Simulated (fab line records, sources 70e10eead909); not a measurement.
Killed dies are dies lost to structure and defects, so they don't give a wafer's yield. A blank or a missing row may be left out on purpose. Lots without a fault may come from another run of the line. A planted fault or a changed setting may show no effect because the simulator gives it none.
Which tool did it? | flow nand_harc | 12 lots, 36 wafers sampled, at 6 steps of a route of 1302

WHAT THE GAUGES READ, wafer by wafer
NHARC_A_CHANNEL_HOLE_D1_CD_MEAS_10: target cd 100 nm. Usual: cd_nm 100.2 nm, standard deviation 0.46.
lot  | measured     | on        | cd_nm (nm)        | flag
L756 | day 8 15:40  | cd_sem-01 | 100.5 100.5 100.7 |
L757 | day 8 20:12  | cd_sem-03 | 100.1 101.0 100.1 |
L758 | day 9 09:17  | cd_sem-03 | 100.6 100.4 99.8  |
L759 | day 10 00:33 | cd_sem-01 | 100.7 100.5 100.8 |
L760 | day 10 06:28 | cd_sem-01 | 99.4 99.0 99.6    |
L762 | day 11 00:10 | cd_sem-01 | 100.0 100.0 100.7 |
L766 | day 12 09:51 | cd_sem-01 | 99.9 99.3 99.9    |
L767 | day 12 22:44 | cd_sem-01 | 100.4 100.5 99.9  |
L768 | day 13 13:01 | cd_sem-01 | 101.0 100.9 100.5 |
L770 | day 14 11:12 | cd_sem-01 | 100.0 99.6 100.3  |
L772 | day 15 08:15 | cd_sem-01 | 99.9 100.4 100.3  |
L773 | day 15 15:54 | cd_sem-03 | 99.9 100.1 100.0  |

NHARC_A_CHANNEL_HOLE_D1_OVL_MEAS_11. Usual: overlay_x_nm 0.2 nm, standard deviation 0.9; overlay_y_nm -0.2 nm, standard deviation 0.92.
lot  | measured     | on         | overlay_x_nm (nm) | overlay_y_nm (nm) | flag
L756 | day 8 15:44  | overlay-02 | -0.6 -0.6 -0.2    | -0.1 0.4 0.2      |
L757 | day 8 20:17  | overlay-02 | -0.7 -1.2 -1.6    | -0.8 -0.5 -0.8    |
L758 | day 9 09:22  | overlay-02 | 0.9 1.1 1.1       | 1.8 1.9 1.2       |
L759 | day 10 00:38 | overlay-01 | 1.0 1.0 0.7       | -0.1 0.0 0.5      |
L760 | day 10 06:33 | overlay-02 | 0.8 0.7 0.6       | -0.9 -1.0 -0.3    |
L762 | day 11 00:15 | overlay-01 | 0.8 1.0 0.9       | -0.6 -1.3 -1.2    |
L766 | day 12 09:56 | overlay-02 | 0.8 0.4 0.3       | -0.6 -0.1 0.4     |
L767 | day 12 22:49 | overlay-02 | 0.7 0.4 0.5       | -1.6 -0.8 -1.0    |
L768 | day 13 13:06 | overlay-01 | -0.1 0.1 -0.3     | 1.6 2.2 1.3       |
L770 | day 14 11:17 | overlay-01 | 1.3 0.6 0.9       | -1.3 -1.6 -1.4    |
L772 | day 15 08:20 | overlay-01 | -0.5 -0.7 -0.8    | -0.1 0.0 0.0      |
L773 | day 15 15:59 | overlay-02 | -0.7 -0.3 0.0     | -0.5 -0.2 -1.0    |

NHARC_A_CHANNEL_HOLE_D1_INSPECT_40. Usual: raw_defect_count 78, standard deviation 24.
lot  | measured     | on                | raw_defect_count | flag
L756 | day 9 00:06  | defect_inspect-02 | 94 89 84         |
L757 | day 9 03:19  | defect_inspect-02 | 56 82 48         |
L758 | day 9 16:25  | defect_inspect-01 | 95 92 70         |
L759 | day 10 07:40 | defect_inspect-02 | 23 46 31         |
L760 | day 10 14:25 | defect_inspect-02 | 109 88 110       |
L762 | day 11 07:19 | defect_inspect-02 | 46 65 58         |
L766 | day 12 17:00 | defect_inspect-02 | 82 69 82         |
L767 | day 13 05:52 | defect_inspect-01 | 52 53 43         |
L768 | day 13 20:31 | defect_inspect-02 | 73 87 80         |
L770 | day 14 18:22 | defect_inspect-01 | 81 83 77         |
L772 | day 15 15:32 | defect_inspect-02 | 106 453 92       | OFF
L773 | day 16 03:47 | defect_inspect-01 | 419 444 99       | OFF

NHARC_END_SORT_01. Usual: killed_at_array 65, standard deviation 19; killed_at_other 0.9, standard deviation 1.1; killed_at_periphery 3.5, standard deviation 2.3; killed_dies 69, standard deviation 19; killed_open 3.2, standard deviation 1.8; killed_short 2.4, standard deviation 1.5.
lot  | measured     | on        | killed_at_array | killed_at_other | killed_at_periphery | killed_dies | killed_open | killed_short | flag
L772 | day 31 02:38 | prober-01 | 101 141 86      | 0 0 0           | 6 4 9               | 107 145 95  | 2 2 2       | 2 2 4        |
L773 | day 31 07:13 | prober-02 | 138 149 89      | 4 4 0           | 3 2 6               | 145 155 95  | 2 2 7       | 2 1 3        | OFF

WHICH TOOL RAN EACH LOT (tool, then ch and the chambers of the sampled wafers, then the start)
lot  | NHARC_A_CHANNEL_HOLE_D1_DEP_01  | NHARC_A_CHANNEL_HOLE_D1_ETCH_22
L756 | pecvd-04 ch 0,1,2, day 8 14:56  | har_etch-02 ch 0,1, day 8 19:10
L757 | pecvd-01 ch 0,2, day 8 19:29    | har_etch-01 ch 1, day 8 22:32
L758 | pecvd-01 ch 0,2, day 9 08:31    | har_etch-02 ch 0,1, day 9 11:50
L759 | pecvd-02 ch 0,1, day 9 23:45    | har_etch-01 ch 0,1, day 10 02:47
L760 | pecvd-01 ch 0,1,2, day 10 05:52 | har_etch-02 ch 0,1, day 10 09:35
L762 | pecvd-04 ch 0,1,2, day 10 23:34 | har_etch-01 ch 0,1, day 11 02:36
L766 | pecvd-02 ch 0,1, day 12 09:08   | har_etch-02 ch 0,1, day 12 12:08
L767 | pecvd-01 ch 0,1,2, day 12 22:01 | har_etch-01 ch 0,1, day 13 00:58
L768 | pecvd-02 ch 0,2, day 13 12:17   | har_etch-02 ch 0,1, day 13 15:38
L770 | pecvd-02 ch 0,1, day 14 10:29   | har_etch-02 ch 1, day 14 13:31
L772 | pecvd-04 ch 0,1,2, day 15 07:39 | har_etch-02 ch 0,1, day 15 10:42
L773 | pecvd-01 ch 0,1,2, day 15 15:10 | har_etch-02 ch 0,1, day 15 22:58
- NHARC_A_CHANNEL_HOLE_D1_DEP_01: deposits SiON, target thk 140 nm.
- NHARC_A_CHANNEL_HOLE_D1_ETCH_22: etches the open film in C4F8/O2/Ar, time 666.7 s, target depth 1600 nm.

WHAT THE TOOLS THEMSELVES READ (means of the sampled wafers that have a number; where no wafer has one, the mark that the record gives instead)
NHARC_A_CHANNEL_HOLE_D1_DEP_01. Usual: heater_power_w 750 W, standard deviation 70.
lot  | tool     | heater_power_w (W) | flag
L756 | pecvd-04 | 742                |
L757 | pecvd-01 | 807                |
L758 | pecvd-01 | 748                |
L759 | pecvd-02 | 807                |
L760 | pecvd-01 | 726                |
L762 | pecvd-04 | 744                |
L766 | pecvd-02 | 804                |
L767 | pecvd-01 | 695                |
L768 | pecvd-02 | 805                |
L770 | pecvd-02 | 804                |
L772 | pecvd-04 | 790                |
L773 | pecvd-01 | 684                |

NHARC_A_CHANNEL_HOLE_D1_ETCH_22. Usual: drypump_motor_current_A 5.84 A, standard deviation 0.11; mfc_ar_sccm 375.2 sccm, standard deviation 1.1; o2_flow_sccm 35.71 sccm, standard deviation 0.11; showerhead_plenum_p_Torr 3.61 Torr, standard deviation 0.13; throttle_valve_pct 32.155 %, standard deviation 0.0085.
lot  | tool        | drypump_motor_current_A (A) | mfc_ar_sccm (sccm) | o2_flow_sccm (sccm) | showerhead_plenum_p_Torr (Torr) | throttle_valve_pct (%) | flag
L756 | har_etch-02 | 5.92                        | 373.6              | 35.65               | 3.54                            | 32.154                 |
L757 | har_etch-01 | 5.66                        | 375.9              | 35.61               | 3.71                            | 32.150                 |
L758 | har_etch-02 | 5.95                        | 375.0              | 35.72               | 3.53                            | 32.160                 |
L759 | har_etch-01 | 5.70                        | 374.2              | 35.83               | 3.71                            | 32.161                 |
L760 | har_etch-02 | 5.90                        | 375.7              | 35.73               | 3.53                            | 32.157                 |
L762 | har_etch-01 | 5.77                        | 376.1              | 35.70               | 3.71                            | 32.154                 |
L766 | har_etch-02 | 5.94                        | 375.1              | 35.70               | 3.51                            | 32.155                 |
L767 | har_etch-01 | 5.73                        | 375.0              | 35.67               | 3.69                            | 32.148                 |
L768 | har_etch-02 | 5.88                        | 375.8              | 35.78               | 3.50                            | 32.155                 |
L770 | har_etch-02 | 5.99                        | 374.5              | 35.69               | 3.49                            | 32.148                 |
L772 | har_etch-02 | 5.91                        | 375.3              | 35.72               | 3.49                            | 32.159                 |
L773 | har_etch-02 | 5.90                        | 374.3              | 35.77               | 3.49                            | 32.156                 |

THE ANSWER, worked out from the rows above alone
Rule: a lot is off if the mean of its wafers that have a number lies more than 3 standard deviations from the usual mean. A lot without any number at a reading at which 4 lots or more have one is off too. The other lots that the step has rows for count as sound. The gauges are gone through in route order, then the tools' own readings, and for those a lot's mean is taken as printed above. The first step at which some lot is off is used, and at that step the reading that is off furthest; a lot without a number counts as furthest.
Off: L772, L773, at NHARC_A_CHANNEL_HOLE_D1_INSPECT_40 (raw_defect_count).
A tool fits if, at a process step before that reading, it ran every lot that is off, and no sound lot after the first of them. The gauges at NHARC_A_CHANNEL_HOLE_D1_INSPECT_40 are tried like those tools. One fits: har_etch-02 at NHARC_A_CHANNEL_HOLE_D1_ETCH_22. Its last sound lot is L770 (day 14 13:31), its first lot that is off L772 (day 15 10:42): a fault that began between those two fits.

WHAT THE SIMULATOR HAD PUT IN
Chamber particle source: har_etch-02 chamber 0, from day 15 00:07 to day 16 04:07, at NHARC_A_CHANNEL_HOLE_D1_ETCH_22. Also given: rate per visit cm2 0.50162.
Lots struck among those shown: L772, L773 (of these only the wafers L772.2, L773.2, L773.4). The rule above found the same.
